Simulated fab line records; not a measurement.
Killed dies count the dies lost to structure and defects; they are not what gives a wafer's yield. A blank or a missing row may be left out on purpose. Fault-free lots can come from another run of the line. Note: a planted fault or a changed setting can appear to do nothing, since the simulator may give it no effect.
fab line records	flow n5_finfet
record: lots: 10	wafers: 30	last_day: 18
route steps=1938 shown BEOL_M1@824 BEOL_M4@1111 PASSIVATION@1936
lots untouched by any fault: they come from a run of this same line in which no faults occurred
start_h: hours from the record's first day to the start of the lot's first wafer shown	wait_h: hours from the lot's prior step to this one	" same as the row above	L1.1+2: a single row standing in for several wafers	- either no value or no given start	* or withheld: withheld	< > ~ a bound
route shown NAME@n: a module of which the file shows steps, and the number in the route of the first	usual: mean/standard deviation taken from wafers without a fault	same: alike in all rows	chamber/n: place in a boat	sites: readings site by site	_std_site: standard deviation of those values	_edge_site: outer sites' mean less inner sites'	radius_mm: for every site, how far away it sits from the centre of the wafer	mask NAME#n: copy n	behind: the tool/chamber that last shaped the wafer	hold: reason for holding the lot/hours on hold/outcome of the hold	device: whichever transistor did not switch (one of n, p or np)	end of line: the route-end tests of the same wafers	where a step has no rows: the recipe by itself	killed: dies that structure and defects cost at the first sort, which is not the same as the wafer's yield	map: the dies of a wafer, with x for killed, . for not killed, _ for no die there
set.NAME: setting as actually run; set.NAME@STEP: the setting as run at that earlier step	model.NAME: the simulator's own value behind a step, which no gauge read
a sample of lots followed through the steps of the route, with each step as a table and each wafer as a row
services: when a tool's chamber went out of use (start_h, in hours from the record's first day, below 0 if earlier), for how many hours, and the reason
== steps ==
step: N5_BEOL_M1_SPUTTER_90
recipe: material: Cu	target_thk_a: 45	temp_c: -20	chamber_pressure_pa: 0.07	power_w: withheld	time_s: 8.29
usual: chuck_sensor_temp_C: -16.0/0.58	throttle_valve_pct: 30.1/1
lot.wafer	tool	chamber	start_h	wait_h	chuck_sensor_temp_C	throttle_valve_pct
L372.1	pvd_sputter-02	-	139.11	0.1	-14.8	29.4
L372.3	"	-	"	"	-16.1	29.5
L372.5	"	-	"	"	-14.7	29.1
L378.1	pvd_sputter-02	-	179.50	0.1	-14.6	29.2
L378.2	"	-	"	"	-16.6	29.3
L378.5	"	-	"	"	-15.8	28.8
L379.2	pvd_sputter-01	-	189.02	0.1	-16.1	30.9
L379.5	"	-	"	"	-16.2	31.5
L379.6	"	-	"	"	-16.4	30.7
L381.2	pvd_sputter-01	-	198.76	0.1	-16.6	30.1
L381.3	"	-	"	"	-16.3	31.8
L381.5	"	-	"	"	-16.4	30.9
L382.1	pvd_sputter-02	-	211.36	0.1	-15.7	28.8
L382.5	"	-	"	"	-15.5	28.8
L382.6	"	-	"	"	-14.8	29.0
L385.1	pvd_sputter-02	-	222.00	0.1	-16.4	29.5
L385.2	"	-	"	"	-15.6	28.8
L385.5	"	-	"	"	-15.7	28.6
L387.1	pvd_sputter-01	-	241.34	0.1	-16.2	31.8
L387.2	"	-	"	"	-16.5	30.1
L387.5	"	-	"	"	-16.3	29.9
L389.1	pvd_sputter-01	-	265.72	0.1	-16.4	30.9
L389.4	"	-	"	"	-16.1	30.9
L389.5	"	-	"	"	-16.4	30.9
L392.2	pvd_sputter-02	-	271.07	0.1	-14.6	29.3
L392.3	"	-	"	"	-16.8	29.5
L392.6	"	-	"	"	-16.2	29.4
L393.1	pvd_sputter-01	-	274.78	0.1	-16.1	31.6
L393.5	"	-	"	"	-16.1	30.8
L393.6	"	-	"	"	-16.3	31.7
step: N5_BEOL_M1_ANNEAL_95
recipe: temp_c: 400	time_s: 240	ambient: vacuum
usual: heater_power_w: 819/99
lot.wafer	tool	chamber	start_h	wait_h	heater_power_w
L372.1	pvd_sputter-02	-	139.63	0.0	1051
L372.3	"	-	"	"	751
L372.5	"	-	"	"	1042
L378.1	pvd_sputter-02	-	180.02	0.0	1049
L378.2	"	-	"	"	898
L378.5	"	-	"	"	845
L379.2	pvd_sputter-01	-	189.54	0.0	710
L379.5	"	-	"	"	889
L379.6	"	-	"	"	895
L381.2	pvd_sputter-01	-	199.28	0.0	719
L381.3	"	-	"	"	873
L381.5	"	-	"	"	872
L382.1	pvd_sputter-02	-	211.88	0.0	808
L382.5	"	-	"	"	813
L382.6	"	-	"	"	1090
L385.1	pvd_sputter-02	-	222.52	0.0	728
L385.2	"	-	"	"	850
L385.5	"	-	"	"	806
L387.1	pvd_sputter-01	-	241.86	0.0	861
L387.2	"	-	"	"	721
L387.5	"	-	"	"	701
L389.1	pvd_sputter-01	-	266.24	0.0	885
L389.4	"	-	"	"	719
L389.5	"	-	"	"	911
L392.2	pvd_sputter-02	-	271.59	0.0	1048
L392.3	"	-	"	"	865
L392.6	"	-	"	"	753
L393.1	pvd_sputter-01	-	275.30	0.0	866
L393.5	"	-	"	"	724
L393.6	"	-	"	"	853
step: N5_BEOL_M1_CMP_52
recipe: stop_on: SiOC	t_overpolish_s: 6.8	down_force_psi: 1	platen_rpm: 50	clearing_platen_down_force_psi: 1.5	clearing_platen_rpm: 50	post_cmp_clean: cu_alkaline	target_thk_nm: 40	clearing_platen_pad_velocity_m_s: 0.99484	pad_velocity_m_s: 0.99484
usual: barrier_field_endpoint_s: 24.8/0.71	head_pressure_psi: 1.0001/0.0023	motor_current_A: 5.9/0.47	overpolish_run_s: 6.801/0.0095	time_to_endpoint_s: 62/3.5
lot.wafer	tool	chamber	start_h	wait_h	barrier_field_endpoint_s	head_pressure_psi	motor_current_A	overpolish_run_s	time_to_endpoint_s
L372.3	cmp-01	1	140.26	0.2	24.4	1.0005	5.1	6.786	60
L372.1	"	2	"	"	24.1	0.9996	6.0	6.797	57
L372.5	"	2	"	"	24.2	0.9993	6.1	6.798	57
L378.1	cmp-01	2	180.73	0.3	23.2	1.0000	6.1	6.794	56
L378.2	"	3	"	"	25.5	1.0023	6.5	6.807	66
L378.5	"	1	"	"	24.3	1.0021	5.3	6.793	62
L379.2	cmp-02	3	190.33	0.3	37.8	0.6414	5.0	3.372	62
L379.5	"	0	"	"	38.9	0.6404	4.8	2.266	63
L379.6	"	1	"	"	39.3	0.6356	5.1	1.911	64
L381.2	cmp-02	1	199.91	0.2	38.3	0.6336	5.1	2.838	59
L381.3	"	3	"	"	37.3	0.6392	4.8	3.830	61
L381.5	"	1	"	"	39.8	0.6368	5.3	1.311	62
L382.1	cmp-02	0	212.51	0.3	37.8	0.6360	4.9	3.378	61
L382.6	"	0	"	"	39.3	0.6378	4.8	1.878	61
L382.5	"	1	"	"	40.0	0.6372	5.1	1.127	64
L385.2	cmp-03	0	223.23	0.3	24.9	1.0022	5.2	6.804	65
L385.1	"	1	"	"	25.4	1.0035	5.8	6.801	66
L385.5	"	3	"	"	26.0	1.0005	5.9	6.804	66
L387.1	cmp-03	3	242.76	0.3	25.4	1.0005	5.8	6.806	64
L387.2	"	0	"	"	25.3	0.9985	5.1	6.797	64
L387.5	"	2	"	"	26.0	0.9973	7.0	6.801	59
L389.1	cmp-02	2	266.91	0.3	23.4	1.0053	6.1	6.791	58
L389.4	"	0	"	"	24.2	1.0058	5.7	6.800	60
L389.5	"	2	"	"	24.6	1.0061	6.1	6.800	58
L392.3	cmp-01	0	272.26	0.2	24.6	1.0014	6.4	6.811	63
L392.2	"	1	"	"	24.5	1.0016	5.4	6.812	63
L392.6	"	3	"	"	26.1	1.0046	6.5	6.818	66
L393.1	cmp-02	1	276.20	0.3	24.9	1.0004	6.0	6.817	62
L393.6	"	3	"	"	23.7	1.0022	5.6	6.795	58
L393.5	"	0	"	"	24.3	0.9962	5.4	6.812	62
step: N5_BEOL_M1_DEP_57
recipe: material: SiCN	target_thk_a: 80	temp_c: withheld	precursor: 3MS/NH3	pressure_torr: 3	rf_w: 202	time_s: 14
usual: rf_fwd_power_W: 199.6/0.78	showerhead_plenum_p_Torr: 3.672/0.013	throttle_valve_pct: 9.1/0.54
lot.wafer	tool	chamber	start_h	wait_h	rf_fwd_power_W	showerhead_plenum_p_Torr	throttle_valve_pct
L372.1	pecvd-03	2	140.87	0.0	199.5	3.662	8.7
L372.3	"	1	"	"	200.8	3.691	9.7
L372.5	"	2	"	"	199.4	3.665	8.7
L378.1	pecvd-03	2	181.14	0.0	198.4	3.661	8.5
L378.2	"	1	"	"	200.0	3.695	9.8
L378.5	"	1	"	"	200.1	3.684	9.8
L379.2	pecvd-03	0	190.76	0.0	199.7	3.683	8.6
L379.5	"	1	"	"	201.2	3.684	9.5
L379.6	"	2	"	"	200.1	3.653	8.6
L381.2	pecvd-01	0	200.40	0.0	200.5	3.674	9.5
L381.3	"	2	"	"	198.7	3.672	9.0
L381.5	"	2	"	"	199.4	3.676	9.1
L382.1	pecvd-01	0	213.01	0.0	201.2	3.689	9.4
L382.5	"	1	"	"	198.0	3.657	8.7
L382.6	"	0	"	"	200.2	3.674	9.7
L385.1	pecvd-02	0	223.68	0.0	199.1	3.658	10.0
L385.2	"	2	"	"	199.9	3.677	9.1
L385.5	"	1	"	"	200.9	3.688	9.1
L387.1	pecvd-01	0	243.21	0.0	200.1	3.677	9.5
L387.2	"	1	"	"	198.2	3.650	8.7
L387.5	"	1	"	"	198.4	3.648	8.7
L389.1	pecvd-02	1	267.36	0.0	200.8	3.684	9.4
L389.4	"	2	"	"	198.6	3.684	9.4
L389.5	"	1	"	"	200.4	3.672	9.2
L392.2	pecvd-03	1	272.72	0.0	200.6	3.687	9.6
L392.3	"	1	"	"	200.6	3.696	10.1
L392.6	"	1	"	"	200.7	3.691	9.9
L393.1	pecvd-02	2	276.61	0.0	199.9	3.678	9.3
L393.5	"	1	"	"	199.1	3.681	9.1
L393.6	"	2	"	"	199.4	3.684	9.0
step: N5_BEOL_M4_RC_MEAS_101
usual: DIBL_N: 36.2/1.6	DIBL_P: 36.1/2	IOFF_N: 0.16/0.032	IOFF_P: 0.22/0.036	ION_N: 672/11	ION_P: 463/7.5	SS_N: 71.4/0.58	SS_P: 73.2/0.67	VT_N: 250/3.3	VT_P: -250/3.3
lot.wafer	tool	chamber	start_h	wait_h	DIBL_N[mV/V]	DIBL_P[mV/V]	IOFF_N[nA/um]	IOFF_P[nA/um]	ION_N[uA/um]	ION_P[uA/um]	SS_N[mV/dec]	SS_P[mV/dec]	VT_N[mV]	VT_P[mV]
L372.1	prober-02	0	179.65	0.0	35.8	36.9	0.15	0.22	678	470	71.6	73.6	248	-250
L372.3	"	0	"	"	35.9	35.7	0.15	0.19	664	457	71.4	72.8	249	-252
L372.5	"	0	"	"	38.0	39.7	0.19	0.27	675	469	72.2	74.3	249	-249
L378.1	prober-01	0	220.24	0.0	37.7	38.2	0.22	0.30	675	464	71.6	74.1	245	-245
L378.2	"	0	"	"	35.6	36.0	0.17	0.24	685	471	71.0	73.0	245	-248
L378.5	"	0	"	"	35.2	35.4	0.16	0.24	667	466	70.4	73.9	250	-245
L379.2	prober-02	0	224.69	0.2	37.7	37.1	0.17	0.24	675	471	71.8	73.0	247	-246
L379.5	"	0	"	"	37.3	38.2	0.16	0.26	678	471	71.5	74.0	248	-245
L379.6	"	0	"	"	37.0	38.0	0.16	0.24	682	466	71.5	72.8	249	-246
L381.2	prober-01	0	238.05	0.2	35.3	35.8	0.15	0.24	675	474	71.6	72.6	250	-246
L381.3	"	0	"	"	36.7	37.5	0.18	0.27	681	474	72.1	73.8	247	-243
L381.5	"	0	"	"	36.0	36.4	0.15	0.24	677	471	71.7	73.5	250	-247
L382.1	prober-02	0	246.98	0.0	33.7	33.0	0.12	0.19	657	461	70.5	72.0	252	-246
L382.5	"	0	"	"	35.4	35.0	0.15	0.23	681	468	71.2	72.8	250	-245
L382.6	"	0	"	"	36.2	35.8	0.18	0.23	686	474	71.4	73.0	247	-244
L385.1	prober-02	0	270.23	0.0	35.3	35.2	0.15	0.20	676	465	71.4	73.8	248	-251
L385.2	"	0	"	"	41.1	40.7	0.29	0.29	699	466	73.2	74.8	240	-247
L385.5	"	0	"	"	36.6	37.4	0.17	0.23	674	466	71.1	73.8	247	-247
L387.1	prober-02	0	273.13	0.0	34.6	34.6	0.12	0.18	661	458	71.6	72.5	254	-253
L387.2	"	0	"	"	35.1	35.6	0.13	0.19	667	461	71.1	72.6	254	-250
L387.5	"	0	"	"	36.8	38.2	0.15	0.23	679	470	72.1	73.9	251	-250
L389.1	prober-02	0	317.33	0.0	35.7	34.4	0.15	0.18	675	458	71.3	73.4	250	-255
L389.4	"	0	"	"	35.1	34.1	0.15	0.17	665	449	71.9	73.3	252	-251
L389.5	"	0	"	"	36.1	35.5	0.16	0.19	679	455	71.9	73.0	249	-251
L392.2	prober-02	0	323.01	0.2	33.9	34.4	0.12	0.17	661	464	70.6	71.7	254	-253
L392.3	"	0	"	"	35.4	37.0	0.14	0.20	679	466	70.3	72.9	253	-249
L392.6	"	0	"	"	34.7	36.1	0.13	0.19	669	466	70.5	72.2	254	-252
L393.1	prober-02	0	339.85	0.0	38.7	39.5	0.20	0.25	694	469	72.4	73.6	244	-246
L393.5	"	0	"	"	36.5	37.2	0.16	0.22	679	470	72.2	73.4	250	-247
L393.6	"	0	"	"	34.7	35.7	0.13	0.20	661	465	71.4	72.2	252	-252
step: N5_PASSIVATION_PROBE_49
usual: defect_limited_yield: 91.4/1.3	killed_at_M0_to_M3: 34/10	killed_at_M4_up: 14/5.6	killed_at_contacts: 13/5.9	killed_at_front_end: 37/9.9	killed_at_other: 3.5/2.8	killed_dies: 101/15	killed_open: 67/12	killed_short: 32/6.6	sort_bin_4_leakage: 0.00/0.014	sort_bin_5_function: 5.0/0.81	sort_bin_6_memory: 3.2/0.66	sort_n_pass: 1079/15	sort_yield_pct: 91.4/1.3
same: gross_dies: 1180	killed_at_back_side: 0	sort_bin_8_speed[%]: 0
lot.wafer	tool	chamber	start_h	wait_h	defect_limited_yield[%]	killed_at_M0_to_M3	killed_at_M4_up	killed_at_contacts	killed_at_front_end	killed_at_other	killed_dies	killed_open	killed_short	sort_bin_4_leakage[%]	sort_bin_5_function[%]	sort_bin_6_memory[%]	sort_n_pass	sort_yield_pct[%]
L372.1	prober-01	-	287.90	0.0	92.3	24	15	14	30	8	91	56	34	0	4.7	2.6	1089	92.3
L372.3	prober-01	-	288.00	0.1	89.7	46	12	32	30	2	122	87	35	0	4.9	4.7	1058	89.7
L372.5	prober-01	-	288.10	0.2	91.5	31	11	22	30	6	100	71	28	0	5.5	2.7	1080	91.5
L378.1	prober-01	-	328.61	0.0	95.2	18	11	3	24	1	57	38	19	0	2.6	1.9	1123	95.2
L378.2	prober-01	-	328.66	0.1	91.9	26	12	9	43	5	95	56	38	0	4.7	3.0	1085	91.9
L378.5	prober-01	-	328.81	0.2	93.3	17	13	6	39	4	79	57	22	0	3.6	2.9	1101	93.3
L379.2	prober-01	-	336.84	0.1	93.1	21	13	9	35	3	81	47	27	0	3.8	1.9	1099	93.1
L379.5	prober-01	-	336.99	0.2	92.7	17	9	12	47	1	86	50	35	0	3.8	3.0	1094	92.7
L379.6	prober-01	-	337.04	0.3	93.7	27	13	8	24	2	74	52	22	0	3.6	2.5	1106	93.7
L381.2	prober-01	-	342.33	0.1	92.4	20	13	21	34	2	90	60	29	0	4.5	2.9	1090	92.4
L381.3	prober-01	-	342.38	0.1	92.6	17	10	16	36	8	87	52	30	0	3.6	2.7	1093	92.6
L381.5	prober-01	-	342.48	0.2	92.3	20	11	18	39	3	91	58	30	0	5.1	2.2	1089	92.3
L382.1	prober-01	-	352.87	0.0	91.3	35	16	16	33	3	103	72	28	0	5.6	2.7	1077	91.3
L382.5	prober-01	-	353.07	0.2	92.0	18	35	6	33	2	94	65	29	0	5.1	2.5	1086	92.0
L382.6	prober-01	-	353.12	0.3	92.0	13	17	7	54	3	94	66	27	0	4.1	3.6	1086	92.0
L385.1	prober-01	-	371.93	0.0	91.8	23	14	9	51	0	97	73	24	0	5.4	2.5	1083	91.8
L385.2	prober-01	-	371.98	0.1	91.9	33	21	8	34	0	96	64	32	0.17	4.6	3.4	1082	91.7
L385.5	prober-01	-	372.13	0.2	87.6	55	20	21	45	5	146	96	50	0	7.1	4.5	1034	87.6
L387.1	prober-02	-	376.29	0.0	89.7	34	29	13	44	1	121	86	33	0	6.6	3.6	1059	89.7
L387.2	prober-02	-	376.34	0.1	91.4	34	13	18	31	6	102	65	36	0	4.7	3.7	1078	91.4
L387.5	prober-02	-	376.49	0.2	91.5	36	14	18	32	0	100	64	34	0	5.7	2.5	1080	91.5
L389.1	prober-02	-	418.65	0.6	89.9	29	20	19	47	4	119	81	36	0	6.0	3.6	1061	89.9
L389.4	prober-02	-	418.80	0.7	93.5	26	15	10	20	6	77	42	34	0	4.2	2.2	1103	93.5
L389.5	prober-02	-	418.85	0.8	90.4	37	23	13	38	2	113	82	28	0	5.8	3.5	1067	90.4
L392.2	prober-02	-	423.61	0.1	90.8	44	10	9	42	4	109	72	37	0	5.7	3.3	1071	90.8
L392.3	prober-02	-	423.66	0.1	91.2	26	15	15	43	5	104	68	35	0	4.8	3.7	1076	91.2
L392.6	prober-02	-	423.81	0.3	92.1	39	19	10	24	1	93	55	38	0	4.7	3.1	1087	92.1
L393.1	prober-02	-	438.86	0.0	91.4	39	12	16	33	2	102	70	32	0	5.3	3.0	1078	91.4
L393.5	prober-02	-	439.06	0.2	91.6	37	19	20	20	3	99	67	30	0	5.0	3.1	1081	91.6
L393.6	prober-02	-	439.11	0.3	93.7	33	11	6	20	4	74	38	36	0	4.0	2.3	1106	93.7
killed by level:class
L372.1 MOL_CONTACT_COAG:geometric_particle:open=11 BEOL_M0_SAQP:geometric_particle:open=9 STARTING-WAFER:geometric_particle:short=6 BEOL_M0_SAQP:geometric_particle:short=5 BEOL_M3:geometric_particle:open=5 DUMMY_GATE:geometric_particle:open=4 BEOL_M6:geometric_particle:open=4 PASS1_CAP:geometric_particle:short=4
L372.3 MOL_CONTACT_COAG:geometric_particle:open=24 BEOL_M3:geometric_particle:open=14 FIN_SAQP:geometric_particle:short=10 BEOL_M0_SAQP:geometric_particle:open=10 MOL_CONTACT_COAG:geometric_particle:short=8 BEOL_M2:geometric_particle:open=8 GATE_CUT:geometric_particle:open=5 BEOL_M0_SAQP:geometric_particle:short=5
L372.5 MOL_CONTACT_COAG:geometric_particle:open=18 BEOL_M2:geometric_particle:open=11 BEOL_M3:geometric_particle:open=7 BEOL_M0_SAQP:geometric_particle:open=6 BEOL_M0_SAQP:geometric_particle:short=5 FIN_SAQP:geometric_particle:open=4 FIN_SAQP:geometric_particle:short=4 STI_FIN_REVEAL:geometric_particle:short=4
L378.1 FIN_SAQP:geometric_particle:open=10 GATE_CUT:geometric_particle:short=5 BEOL_M2:geometric_particle:open=5 BEOL_M4:geometric_particle:open=4 STI_FIN_REVEAL:geometric_particle:open=3 MOL_CONTACT_COAG:geometric_particle:open=3 BEOL_M0_SAQP:geometric_particle:short=3 BEOL_M1:geometric_particle:short=3
L378.2 FIN_SAQP:geometric_particle:open=19 FIN_SAQP:geometric_particle:short=10 BEOL_M4:geometric_particle:open=7 MOL_CONTACT_COAG:geometric_particle:open=6 BEOL_M0_SAQP:geometric_particle:short=6 BEOL_M2:geometric_particle:open=6 DUMMY_GATE:geometric_particle:open=5 GATE_CUT:geometric_particle:short=4
L378.5 FIN_SAQP:geometric_particle:open=18 FIN_SAQP:geometric_particle:short=11 BEOL_M5:geometric_particle:open=7 BEOL_M1:geometric_particle:open=5 MOL_CONTACT_COAG:geometric_particle:open=4 BEOL_M0_SAQP:geometric_particle:short=4 STARTING-WAFER:geometric_particle:short=3 BEOL_M0_SAQP:geometric_particle:open=3
L379.2 BEOL_M1:geometric_particle:open=8 MOL_CONTACT_COAG:geometric_particle:open=7 HKMG_FIN:area_etch=7 BEOL_M4:geometric_particle:open=6 STI_FIN_REVEAL:geometric_particle:open=5 GATE_CUT:geometric_particle:short=5 STARTING-WAFER:geometric_particle:open=5 BEOL_M0_SAQP:geometric_particle:short=4
L379.5 FIN_SAQP:geometric_particle:short=18 FIN_SAQP:geometric_particle:open=11 MOL_CONTACT_COAG:geometric_particle:open=11 BEOL_M0_SAQP:geometric_particle:short=6 BEOL_M2:geometric_particle:open=5 BEOL_M4:geometric_particle:open=5 DUMMY_GATE:geometric_particle:open=4 GATE_CUT:geometric_particle:short=4
L379.6 BEOL_M1:geometric_particle:open=8 MOL_CONTACT_COAG:geometric_particle:open=7 BEOL_M4:geometric_particle:open=7 BEOL_M2:geometric_particle:open=6 STI_FIN_REVEAL:geometric_particle:open=5 DUMMY_GATE:geometric_particle:open=5 BEOL_M1:geometric_particle:short=5 FIN_SAQP:geometric_particle:open=3
L381.2 MOL_CONTACT_COAG:geometric_particle:open=15 FIN_SAQP:geometric_particle:open=6 MOL_CONTACT_COAG:geometric_particle:short=6 BEOL_M4:geometric_particle:open=6 FIN_SAQP:geometric_particle:short=5 BEOL_M0_SAQP:geometric_particle:open=5 DUMMY_GATE:geometric_particle:open=4 BEOL_M0_SAQP:geometric_particle:short=4
L381.3 MOL_CONTACT_COAG:geometric_particle:open=14 FIN_SAQP:geometric_particle:short=8 FIN_SAQP:geometric_particle:open=7 BEOL_M4:geometric_particle:open=6 STI_FIN_REVEAL:geometric_particle:open=5 HKMG_FIN:area_etch=5 BEOL_M0_SAQP:geometric_particle:short=4 BEOL_M2:geometric_particle:open=4
L381.5 MOL_CONTACT_COAG:geometric_particle:open=15 FIN_SAQP:geometric_particle:open=9 FIN_SAQP:geometric_particle:short=7 BEOL_M0:geometric_particle:open=6 BEOL_M0_SAQP:geometric_particle:open=6 DUMMY_GATE:geometric_particle:open=5 GATE_CUT:geometric_particle:open=4 STARTING-WAFER:geometric_particle:short=4
L382.1 MOL_CONTACT_COAG:geometric_particle:open=14 STI_FIN_REVEAL:geometric_particle:open=12 FIN_SAQP:geometric_particle:open=9 BEOL_M2:geometric_particle:open=7 BEOL_M4:geometric_particle:open=7 BEOL_M3:geometric_particle:short=5 BEOL_M1:geometric_particle:open=5 BEOL_M0_SAQP:geometric_particle:short=4
L382.5 BEOL_M4:geometric_particle:open=16 STI_FIN_REVEAL:geometric_particle:open=10 BEOL_M5:geometric_particle:open=9 DUMMY_GATE:geometric_particle:open=7 BEOL_M0_SAQP:geometric_particle:open=7 BEOL_M0_SAQP:geometric_particle:short=6 FIN_SAQP:geometric_particle:short=4 MOL_CONTACT_COAG:geometric_particle:open=4
L382.6 FIN_SAQP:geometric_particle:open=18 STI_FIN_REVEAL:geometric_particle:open=13 FIN_SAQP:geometric_particle:short=8 BEOL_M4:geometric_particle:open=6 BEOL_M1:geometric_particle:open=5 MOL_CONTACT_COAG:geometric_particle:open=4 BEOL_M6:geometric_particle:open=4 DUMMY_GATE:geometric_particle:open=3
L385.1 STI_FIN_REVEAL:geometric_particle:open=24 FIN_SAQP:geometric_particle:open=7 BEOL_M0_SAQP:geometric_particle:open=6 BEOL_M4:geometric_particle:open=6 STI_FIN_REVEAL:geometric_particle:short=5 MOL_CONTACT_COAG:geometric_particle:open=5 BEOL_M3:geometric_particle:open=4 ILD0:geometric_particle:short=4
L385.2 STI_FIN_REVEAL:geometric_particle:open=11 BEOL_M0_SAQP:geometric_particle:short=11 BEOL_M4:geometric_particle:open=7 MOL_CONTACT_COAG:geometric_particle:open=6 BEOL_M2:geometric_particle:open=6 BEOL_M3:geometric_particle:short=5 BEOL_M8:geometric_particle:open=5 BEOL_M0_SAQP:geometric_particle:open=4
L385.5 MOL_CONTACT_COAG:geometric_particle:open=18 STI_FIN_REVEAL:geometric_particle:open=12 BEOL_M1:geometric_particle:open=12 BEOL_M0_SAQP:geometric_particle:short=11 BEOL_M0_SAQP:geometric_particle:open=11 BEOL_M4:geometric_particle:open=9 BEOL_M3:geometric_particle:open=7 ILD0:geometric_particle:short=6
L387.1 BEOL_M4:geometric_particle:open=14 FIN_SAQP:geometric_particle:open=11 STI_FIN_REVEAL:geometric_particle:open=9 BEOL_M0_SAQP:geometric_particle:open=9 FIN_SAQP:geometric_particle:short=8 MOL_CONTACT_COAG:geometric_particle:open=8 BEOL_M3:geometric_particle:open=8 BEOL_M2:geometric_particle:open=7
L387.2 MOL_CONTACT_COAG:geometric_particle:open=16 BEOL_M1:geometric_particle:open=10 GATE_CUT:geometric_particle:short=6 BEOL_M0_SAQP:geometric_particle:open=5 BEOL_M2:geometric_particle:open=5 BEOL_M4:geometric_particle:open=5 FIN_SAQP:geometric_particle:short=4 BEOL_M3:geometric_particle:short=4
L387.5 MOL_CONTACT_COAG:geometric_particle:open=13 BEOL_M1:geometric_particle:open=7 BEOL_M2:geometric_particle:open=7 BEOL_M3:geometric_particle:open=7 STI_FIN_REVEAL:geometric_particle:open=6 GATE_CUT:geometric_particle:short=6 BEOL_M0_SAQP:geometric_particle:short=5 STARTING-WAFER:geometric_particle:short=5
L389.1 MOL_CONTACT_COAG:geometric_particle:open=15 STI_FIN_REVEAL:geometric_particle:open=14 BEOL_M3:geometric_particle:open=8 BEOL_M0_SAQP:geometric_particle:short=7 FIN_SAQP:geometric_particle:short=5 FIN_SAQP:geometric_particle:open=5 DUMMY_GATE:geometric_particle:open=5 BEOL_M6:geometric_particle:open=5
L389.4 BEOL_M0_SAQP:geometric_particle:short=14 MOL_CONTACT_COAG:geometric_particle:open=8 BEOL_M4:geometric_particle:open=8 STI_FIN_REVEAL:geometric_particle:open=4 BEOL_M0_SAQP:geometric_particle:open=4 BEOL_M2:geometric_particle:open=4 ILD0:geometric_particle:short=3 STARTING-WAFER:geometric_particle:short=3
L389.5 STI_FIN_REVEAL:geometric_particle:open=13 MOL_CONTACT_COAG:geometric_particle:open=11 BEOL_M2:geometric_particle:open=10 BEOL_M3:geometric_particle:open=9 BEOL_M0_SAQP:geometric_particle:open=6 BEOL_M4:geometric_particle:open=6 FIN_SAQP:geometric_particle:open=5 BEOL_M0_SAQP:geometric_particle:short=5
L392.2 FIN_SAQP:geometric_particle:open=14 BEOL_M0_SAQP:geometric_particle:open=12 BEOL_M0_SAQP:geometric_particle:short=10 MOL_CONTACT_COAG:geometric_particle:open=8 BEOL_M1:geometric_particle:open=7 GATE_CUT:geometric_particle:short=5 BEOL_M2:geometric_particle:open=5 BEOL_M3:geometric_particle:open=5
L392.3 MOL_CONTACT_COAG:geometric_particle:open=13 STI_FIN_REVEAL:geometric_particle:open=10 FIN_SAQP:geometric_particle:open=9 DUMMY_GATE:geometric_particle:open=6 BEOL_M0_SAQP:geometric_particle:short=6 FIN_SAQP:geometric_particle:short=4 BEOL_M0_SAQP:geometric_particle:open=4 BEOL_M1:geometric_particle:open=4
L392.6 BEOL_M0_SAQP:geometric_particle:short=11 MOL_CONTACT_COAG:geometric_particle:open=8 BEOL_M3:geometric_particle:open=8 BEOL_M1:geometric_particle:open=6 FIN_SAQP:geometric_particle:open=5 FIN_SAQP:geometric_particle:short=5 GATE_CUT:geometric_particle:short=5 BEOL_M0_SAQP:geometric_particle:open=4
L393.1 BEOL_M0_SAQP:geometric_particle:open=14 MOL_CONTACT_COAG:geometric_particle:open=13 BEOL_M0_SAQP:geometric_particle:short=13 STI_FIN_REVEAL:geometric_particle:open=8 FIN_SAQP:geometric_particle:open=7 BEOL_M3:geometric_particle:open=6 FIN_SAQP:geometric_particle:short=4 BEOL_M4:geometric_particle:open=4
L393.5 MOL_CONTACT_COAG:geometric_particle:open=16 BEOL_M0_SAQP:geometric_particle:open=15 BEOL_M4:geometric_particle:open=10 BEOL_M0_SAQP:geometric_particle:short=9 BEOL_M2:geometric_particle:open=9 FIN_SAQP:geometric_particle:short=6 STI_FIN_REVEAL:geometric_particle:open=5 MOL_CONTACT_COAG:geometric_particle:short=4
L393.6 BEOL_M0_SAQP:geometric_particle:short=17 FIN_SAQP:geometric_particle:open=6 DUMMY_GATE:geometric_particle:open=5 BEOL_M1:geometric_particle:open=4 BEOL_M0_SAQP:geometric_particle:open=4 BEOL_M2:geometric_particle:open=4 GATE_CUT:geometric_particle:short=3 MOL_CONTACT_COAG:geometric_particle:short=3
== services ==
tool	chamber	start_h	hours	kind
cmp-02	-	116.34	7.8	repair
pecvd-01	-	145.77	0.4	repair
pvd_sputter-02	-	157.68	14.3	repair
cmp-02	-	157.69	4.0	pm
cmp-02	-	161.69	-	consumable_replace:conditioner
cmp-02	-	161.69	-	consumable_replace:pad
pecvd-01	0	165.47	5.0	scheduled_down
pecvd-01	-	167.41	28.1	pm
cmp-03	-	172.74	4.8	pm
pecvd-02	1	176.31	5.5	scheduled_down
cmp-03	-	183.59	6.1	repair
pecvd-02	-	193.63	1.1	repair
pecvd-03	-	200.41	0.4	repair
pecvd-01	2	202.38	-	clean
pecvd-01	2	202.38	-	consumable_replace:showerhead
pecvd-01	2	202.38	29.0	scheduled_down
pecvd-01	2	202.38	29.0	vent_cycle
pvd_sputter-02	-	207.32	1.6	repair
cmp-03	-	208.71	0.5	repair
cmp-01	-	209.41	4.0	pm
pecvd-03	0	214.70	6.0	repair
pecvd-02	2	227.03	2.5	repair
cmp-02	-	231.37	0.9	repair
pecvd-01	0	272.18	70.1	repair
== key ==
first_sign: step: N5_BEOL_M1_CMP_52	reading: overpolish_run_s	direction: down	sigmas: 99+	usual: 6.801	struck: 2.435
effect: step: N5_BEOL_M1_CMP_52	reading: head_pressure_psi	direction: down	sigmas: 99+	usual: 1.0001	struck: 0.6376
met_at N5_BEOL_M1_CMP_52
struck_lots L379,L381,L382
not_acting_at N5_BEOL_M1_SPUTTER_90,N5_BEOL_M1_ANNEAL_95,N5_BEOL_M1_DEP_57
fault: kind: process_parameter_drift	tool: cmp-02	chamber: -	onset_h: 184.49	steps: N5_BEOL_M1_CMP_52	channel: down_force_psi	offset: -0.36311	shape: step	end_h: 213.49	acts_in: these_recipes_only	stated: 1
